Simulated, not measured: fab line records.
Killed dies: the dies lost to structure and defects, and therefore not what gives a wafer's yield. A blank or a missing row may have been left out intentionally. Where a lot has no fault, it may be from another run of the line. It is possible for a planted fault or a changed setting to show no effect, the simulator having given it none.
Which tool is to blame? ; flow n5-finfet ; 21 lots, 63 wafers sampled, at 6 steps of a route of 1938

== WHAT THE GAUGES READ, wafer by wafer ==
Not one reading of a measure or inspect step in the record can be checked against a usual standard deviation.

== WHICH TOOL RAN EACH LOT (tool, then ch and the chambers of the sampled wafers, then the start) ==
lot;N5_BEOL_M14_ETCH_68;N5_BEOL_M15_DESCUM_15;N5_BEOL_M15_ETCH_57;N5_BEOL_M15_STRIP_62;N5_BEOL_M15_CMP_49;N5_BEOL_M15_DEP_53
L074;rie-diel-06 ch 0,1,2, day 11 02:31;rie-diel-02 ch 1,3, day 11 06:43;rie-diel-02 ch 0,1,3, day 11 07:19;rie-diel-03 ch 0,2,3, day 11 12:55 or earlier;cmp-02 ch 0,1,2, day 11 12:55;pecvd-01 ch 0,1,2, day 11 13:16
L077;rie-diel-04 ch 0,2,3, day 11 15:13;rie-diel-03 ch 1,2,3, day 11 21:42;rie-diel-03 ch 1,2,3, day 11 22:18;rie-diel-01 ch 0,1,3, day 12 03:20 or earlier;cmp-03 ch 0,2, day 12 03:20;pecvd-04 ch 1,2, day 12 03:41
L078;rie-diel-04 ch 1,2,3, day 12 06:12;rie-diel-03 ch 0,2,3, day 12 13:33;rie-diel-03 ch 0,2,3, day 12 14:13;rie-diel-01 ch 0,1,3, day 12 18:25 or earlier;cmp-01 ch 0,2,3, day 12 18:25;pecvd-04 ch 0,1,2, day 12 18:44
L079;rie-diel-06 ch 0,1,2, day 12 06:21;rie-diel-02 ch 1,3, day 12 14:01;rie-diel-03 ch 0,1,2, day 12 14:44;rie-diel-02 ch 2,3, day 12 18:42 or earlier;cmp-03 ch 2,3, day 12 18:42;pecvd-01 ch 1,2, day 12 19:05
L081;rie-diel-04 ch 1,2,3, day 12 08:17;rie-diel-02 ch 1,3, day 12 14:28;rie-diel-02 ch 1,2,3, day 12 15:06;rie-diel-03 ch 0,1,2, day 12 20:00 or earlier;cmp-03 ch 0,1,2, day 12 20:00;pecvd-01 ch 1,2, day 12 20:20
L080;rie-diel-06 ch 0,2, day 12 17:25;rie-diel-02 ch 1,2,3, day 12 20:59;rie-diel-01 ch 0,2, day 12 21:35;rie-diel-01 ch 1,2,3, day 13 00:27 or earlier;cmp-02 ch 0,1,3, day 13 00:27;pecvd-04 ch 1,2, day 13 00:44
L083;rie-diel-06 ch 0,3, day 12 18:15;rie-diel-02 ch 1,2, day 12 21:38;rie-diel-02 ch 1,2,3, day 12 22:14;rie-diel-03 ch 0,1, day 13 03:54 or earlier;cmp-03 ch 0,1,2, day 13 03:54;pecvd-04 ch 0,1,2, day 13 04:09
L082;rie-diel-04 ch 2,3, day 12 18:53;rie-diel-01 ch 0,1,3, day 12 22:20;rie-diel-02 ch 1,2,3, day 12 22:59;rie-diel-03 ch 0,2, day 13 04:55 or earlier;cmp-03 ch 0,2,3, day 13 04:55;pecvd-04 ch 0,1, day 13 05:14
L084;rie-diel-06 ch 0,1,2, day 13 09:56;rie-diel-01 ch 1,3, day 13 13:58;rie-diel-02 ch 0,1,3, day 13 14:37;rie-diel-01 ch 0,1,3, day 13 21:44 or earlier;cmp-03 ch 0,2,3, day 13 21:44;pecvd-04 ch 0,1,2, day 13 22:06
L086;rie-diel-04 ch 0,1,3, day 13 23:35;rie-diel-02 ch 1,2,3, day 14 04:25;rie-diel-03 ch 0,1,2, day 14 05:01;rie-diel-01 ch 0,1, day 14 10:44 or earlier;cmp-01 ch 0,1,2, day 14 10:44;pecvd-04 ch 1,2, day 14 11:05
L087;rie-diel-05 ch 0,2, day 14 05:46;rie-diel-03 ch 1,3, day 14 11:54;rie-diel-01 ch 0,1,3, day 14 12:32;rie-diel-03 ch 0,1,3, day 14 16:17 or earlier;cmp-02 ch 0,3, day 14 16:17;pecvd-01 ch 0,1,2, day 14 16:38
L085;rie-diel-04 ch 0,1,2, day 14 05:56;rie-diel-02 ch 0,1,3, day 14 12:26;rie-diel-03 ch 1,3, day 14 13:02;rie-diel-03 ch 0,2, day 14 17:29 or earlier;cmp-03 ch 0,1,2, day 14 17:29;pecvd-04 ch 0,1, day 14 17:46
L088;rie-diel-05 ch 0,2, day 14 06:21;rie-diel-03 ch 2,3, day 14 14:06;rie-diel-02 ch 0,1, day 14 14:44;rie-diel-03 ch 0,1,3, day 14 18:55 or earlier;cmp-02 ch 0,3, day 14 18:55;pecvd-04 ch 0,2, day 14 19:17
L089;rie-diel-06 ch 0,2,3, day 14 14:58;rie-diel-03 ch 1,3, day 14 21:16;rie-diel-03 ch 0,3, day 14 21:52;rie-diel-01 ch 0,1,3, day 15 01:58 or earlier;cmp-02 ch 1,3, day 15 01:58;pecvd-04 ch 0,1, day 15 02:17
L090;rie-diel-06 ch 2,3, day 15 03:50;rie-diel-01 ch 0,3, day 15 13:10;rie-diel-01 ch 1,2,3, day 15 13:46;rie-diel-02 ch 1,2,3, day 15 20:22 or earlier;cmp-03 ch 0,2,3, day 15 20:22;pecvd-04 ch 0,1,2, day 15 20:39
L091;rie-diel-05 ch 1,2,3, day 15 04:24;rie-diel-02 ch 1,3, day 15 13:37;rie-diel-02 ch 1, day 15 15:25;rie-diel-03 ch 1,2, day 15 20:50 or earlier;cmp-02 ch 1,2,3, day 15 20:50;pecvd-04 ch 0,1, day 15 21:12
L092;rie-diel-04 ch 2,3, day 15 14:26;rie-diel-02 ch 1,3, day 15 21:19;rie-diel-02 ch 1,2,3, day 15 21:55;rie-diel-03 ch 0,2, day 16 08:55 or earlier;cmp-02 ch 0,1,2, day 16 08:55;pecvd-02 ch 0,1, day 16 09:12
L093;rie-diel-06 ch 0,1, day 16 06:32;rie-diel-01 ch 0,1,2, day 16 10:20;rie-diel-02 ch 0,3, day 16 10:56;rie-diel-03 ch 0,1, day 16 14:35 or earlier;cmp-01 ch 2,3, day 16 14:35;pecvd-04 ch 1,2, day 16 14:56
L096;rie-diel-04 ch 0,2, day 16 17:32;rie-diel-01 ch 0,1, day 16 21:08;rie-diel-02 ch 0,2,3, day 16 21:47;rie-diel-02 ch 0,1,2, day 17 01:05 or earlier;cmp-01 ch 1,2, day 17 01:05;pecvd-04 ch 0,2, day 17 01:26
L097;rie-diel-05 ch 0,1,3, day 16 17:46;rie-diel-02 ch 0,1,3, day 16 22:19;rie-diel-03 ch 1,2, day 16 22:58;rie-diel-02 ch 0,1,3, day 17 06:34 or earlier;cmp-03 ch 1,2,3, day 17 06:34;pecvd-01 ch 0,2, day 17 06:53
L095;rie-diel-05 ch 0,3, day 16 21:54;rie-diel-01 ch 1,2, day 17 01:28;rie-diel-01 ch 0,2, day 17 02:04;rie-diel-01 ch 0,1, day 17 07:13 or earlier;cmp-03 ch 1,2, day 17 07:13;pecvd-02 ch 0,2, day 17 07:35
- N5_BEOL_M14_ETCH_68: etches SOC in N2/H2, time 450 s.
- N5_BEOL_M15_DESCUM_15: chemistry O2, time 7.9 s.
- N5_BEOL_M15_ETCH_57: etches SOC in N2/H2, time 750 s.
- N5_BEOL_M15_STRIP_62: strips in O2.
- N5_BEOL_M15_CMP_49: polishes, stops on SiO2, t overpolish 4.9 s, target thk 850 nm.
- N5_BEOL_M15_DEP_53: deposits SiCN from 3MS/NH3, target thk 50 nm, time 17.8 s.

== AS READ BY THE TOOLS THEMSELVES (means over the sampled wafers that have a number; for cases with no such wafer, the mark the record gives instead) ==
N5_BEOL_M14_ETCH_68.
lot;tool;drypump-motor-current-A (A);oes-product-au (a.u.);rf-vpp-V (V);showerhead-plenum-p-Torr (Torr);throttle-valve-pct (%)
L074;rie-diel-06;5.2;0.72;523.1;2.48;17.99
L077;rie-diel-04;5.7;0.74;524.1;2.54;17.94
L078;rie-diel-04;5.8;0.76;522.0;2.48;17.88
L079;rie-diel-06;5.2;0.72;522.7;2.48;18.00
L081;rie-diel-04;5.7;0.75;521.4;2.48;17.88
L080;rie-diel-06;5.1;0.71;522.6;2.48;17.96
L083;rie-diel-06;4.8;0.84;525.7;2.60;17.80
L082;rie-diel-04;5.5;0.75;523.1;2.51;17.92
L084;rie-diel-06;5.2;0.70;522.6;2.48;18.02
L086;rie-diel-04;5.5;0.80;523.5;2.52;17.79
L087;rie-diel-05;5.7;0.74;528.0;2.65;17.94
L085;rie-diel-04;5.9;0.82;522.5;2.50;17.82
L088;rie-diel-05;5.5;0.77;526.7;2.67;17.85
L089;rie-diel-06;5.0;0.76;523.1;2.54;17.90
L090;rie-diel-06;5.2;0.75;524.2;2.57;18.05
L091;rie-diel-05;5.6;0.83;525.3;2.61;17.65
L092;rie-diel-04;5.9;0.76;522.4;2.47;17.98
L093;rie-diel-06;5.3;0.69;522.2;2.47;18.11
L096;rie-diel-04;6.0;0.86;524.0;2.55;17.78
L097;rie-diel-05;5.8;0.80;525.0;2.59;17.77
L095;rie-diel-05;6.1;0.77;527.3;2.64;17.89

N5_BEOL_M15_DESCUM_15.
lot;tool;drypump-motor-current-A (A);o2-flow-sccm (sccm);oes-product-au (a.u.);rf-vpp-V (V);showerhead-plenum-p-Torr (Torr);throttle-valve-pct (%)
L074;rie-diel-02;5.7;224.5;0.86;244.3;2.19;20.19
L077;rie-diel-03;5.6;224.4;0.76;243.5;2.12;20.40
L078;rie-diel-03;5.8;224.9;0.76;242.8;2.10;20.44
L079;rie-diel-02;5.7;224.5;0.83;245.1;2.18;20.22
L081;rie-diel-02;5.7;225.3;0.78;243.3;2.14;20.27
L080;rie-diel-02;6.0;224.7;0.77;243.1;2.12;20.36
L083;rie-diel-02;6.2;224.9;0.70;242.2;2.06;20.51
L082;rie-diel-01;6.0;224.8;0.80;242.9;2.14;20.41
L084;rie-diel-01;6.0;224.2;0.79;243.7;2.18;20.47
L086;rie-diel-02;5.9;225.1;0.75;243.5;2.12;20.38
L087;rie-diel-03;6.0;224.2;0.70;243.7;2.15;20.63
L085;rie-diel-02;5.5;225.0;0.84;243.7;2.15;20.24
L088;rie-diel-03;5.2;225.0;0.78;242.5;2.07;20.33
L089;rie-diel-03;6.0;224.8;0.70;245.0;2.15;20.64
L090;rie-diel-01;6.1;225.4;0.74;243.4;2.08;20.46
L091;rie-diel-02;5.7;224.9;0.80;244.3;2.17;20.26
L092;rie-diel-02;5.7;225.2;0.80;244.0;2.17;20.26
L093;rie-diel-01;5.8;225.3;0.77;243.5;2.15;20.32
L096;rie-diel-01;5.8;224.4;0.81;243.8;2.13;20.38
L097;rie-diel-02;5.5;225.3;0.81;244.1;2.15;20.27
L095;rie-diel-01;5.8;224.5;0.72;244.6;2.17;20.29

N5_BEOL_M15_ETCH_57.
lot;tool;drypump-motor-current-A (A);oes-product-au (a.u.);rf-vpp-V (V);showerhead-plenum-p-Torr (Torr);throttle-valve-pct (%)
L074;rie-diel-02;5.5;0.78;526.0;2.61;17.62
L077;rie-diel-03;5.6;0.76;525.1;2.58;17.79
L078;rie-diel-03;5.9;0.76;524.8;2.55;17.85
L079;rie-diel-03;5.9;0.77;524.5;2.55;17.79
L081;rie-diel-02;6.0;0.77;524.7;2.59;17.73
L080;rie-diel-01;5.7;0.75;526.0;2.61;17.64
L083;rie-diel-02;6.0;0.77;523.9;2.59;17.74
L082;rie-diel-02;6.0;0.76;524.4;2.59;17.75
L084;rie-diel-02;5.5;0.85;526.7;2.60;17.48
L086;rie-diel-03;5.9;0.75;524.4;2.55;17.82
L087;rie-diel-01;6.0;0.79;525.1;2.57;17.71
L085;rie-diel-03;6.1;0.70;525.2;2.63;17.95
L088;rie-diel-02;5.3;0.86;524.0;2.56;17.44
L089;rie-diel-03;6.2;0.70;525.5;2.59;18.05
L090;rie-diel-01;6.0;0.73;525.3;2.59;17.69
L091;rie-diel-02;5.8;0.71;523.1;2.51;17.63
L092;rie-diel-02;5.9;0.84;525.1;2.58;17.62
L093;rie-diel-02;5.3;0.90;525.5;2.62;17.42
L096;rie-diel-02;5.7;0.89;525.6;2.60;17.54
L097;rie-diel-03;5.7;0.73;523.8;2.57;17.80
L095;rie-diel-01;5.7;0.73;525.6;2.60;17.67

N5_BEOL_M15_STRIP_62.
lot;tool;drypump-motor-current-A (A);o2-flow-sccm (sccm);oes-product-au (a.u.);rf-vpp-V (V);showerhead-plenum-p-Torr (Torr);throttle-valve-pct (%)
L074;rie-diel-03;5.9;225.4;0.77;3.6;2.10;16.67
L077;rie-diel-01;6.0;225.0;0.81;3.7;2.15;16.65
L078;rie-diel-01;6.0;225.3;0.80;3.9;2.14;16.66
L079;rie-diel-02;5.9;224.8;0.82;3.5;2.17;16.55
L081;rie-diel-03;5.9;224.8;0.77;3.4;2.09;16.62
L080;rie-diel-01;6.0;224.6;0.74;3.5;2.16;16.65
L083;rie-diel-03;6.3;225.9;0.72;3.2;2.13;16.75
L082;rie-diel-03;5.5;225.4;0.80;3.2;2.05;16.51
L084;rie-diel-01;6.0;224.8;0.80;3.5;2.14;16.67
L086;rie-diel-01;5.9;225.7;0.82;3.5;2.19;16.64
L087;rie-diel-03;6.3;224.6;0.70;3.8;2.14;16.84
L085;rie-diel-03;6.1;225.1;0.76;4.2;2.08;16.65
L088;rie-diel-03;6.2;225.1;0.71;4.2;2.14;16.83
L089;rie-diel-01;6.0;224.9;0.78;3.6;2.14;16.69
L090;rie-diel-02;5.9;225.3;0.84;3.4;2.12;16.47
L091;rie-diel-03;5.3;225.4;0.77;3.8;2.06;16.54
L092;rie-diel-03;6.1;224.4;0.74;4.0;2.07;16.67
L093;rie-diel-03;6.5;225.9;0.71;3.1;2.11;16.79
L096;rie-diel-02;5.8;225.4;0.84;3.3;2.09;16.47
L097;rie-diel-02;5.5;225.5;0.81;2.9;2.15;16.48
L095;rie-diel-01;5.9;225.9;0.80;4.0;2.18;16.68

N5_BEOL_M15_CMP_49.
lot;tool;barrier-field-endpoint-s (s);motor-current-A (A);overpolish-run-s (s)
L074;cmp-02;11.31;8.5;4.894
L077;cmp-03;11.63;7.8;4.903
L078;cmp-01;11.38;8.0;4.904
L079;cmp-03;11.56;8.1;4.898
L081;cmp-03;11.78;8.3;4.887
L080;cmp-02;11.36;8.8;4.900
L083;cmp-03;11.40;8.2;4.900
L082;cmp-03;11.73;8.9;4.896
L084;cmp-03;11.49;8.6;4.902
L086;cmp-01;11.65;7.4;4.902
L087;cmp-02;11.19;9.4;4.898
L085;cmp-03;11.39;8.0;4.889
L088;cmp-02;11.45;8.7;4.898
L089;cmp-02;11.54;8.6;4.900
L090;cmp-03;11.43;8.9;4.898
L091;cmp-02;11.24;8.3;4.897
L092;cmp-02;11.36;8.5;4.894
L093;cmp-01;11.22;8.4;4.906
L096;cmp-01;11.81;7.4;4.887
L097;cmp-03;11.19;8.3;4.899
L095;cmp-03;11.24;7.4;4.903

N5_BEOL_M15_DEP_53.
lot;tool;showerhead-plenum-p-Torr (Torr);throttle-valve-pct (%)
L074;pecvd-01;4.155;18.0
L077;pecvd-04;4.172;17.4
L078;pecvd-04;4.163;17.8
L079;pecvd-01;4.145;18.2
L081;pecvd-01;4.148;18.4
L080;pecvd-04;4.173;17.6
L083;pecvd-04;4.165;17.8
L082;pecvd-04;4.143;18.1
L084;pecvd-04;4.163;17.8
L086;pecvd-04;4.168;17.7
L087;pecvd-01;4.147;18.1
L085;pecvd-04;4.153;18.0
L088;pecvd-04;4.149;18.0
L089;pecvd-04;4.172;18.1
L090;pecvd-04;4.157;17.9
L091;pecvd-04;4.153;18.1
L092;pecvd-02;4.160;18.1
L093;pecvd-04;4.181;17.8
L096;pecvd-04;4.149;18.0
L097;pecvd-01;4.158;18.0
L095;pecvd-02;4.154;17.6

== THE ANSWER, worked out from the rows above alone ==
Rule: usual is defined by the lots themselves. The widest of any qualifying gaps counts: lots, ordered by their means at a reading, are off when they make up no more than a third of the lots, leave a main group of 4 or more, and stand apart from it by 3 or more times the standard deviation of that group's means. Not used: any main group whose means are identical at the precision the tables above print for the reading. A lot without any number at a reading at which 4 lots or more have one is off too. The other lots that the step has rows for count as sound. First the gauges in route order, then the tools' own readings, where a lot's mean is used as printed above. At the first step where some lot is off, the reading lying furthest off is the one used; lots without a number count as furthest.
Across all readings shown, no lot is off: no conclusion can be drawn from this.

== WHAT WAS PUT IN BY THE SIMULATOR ==
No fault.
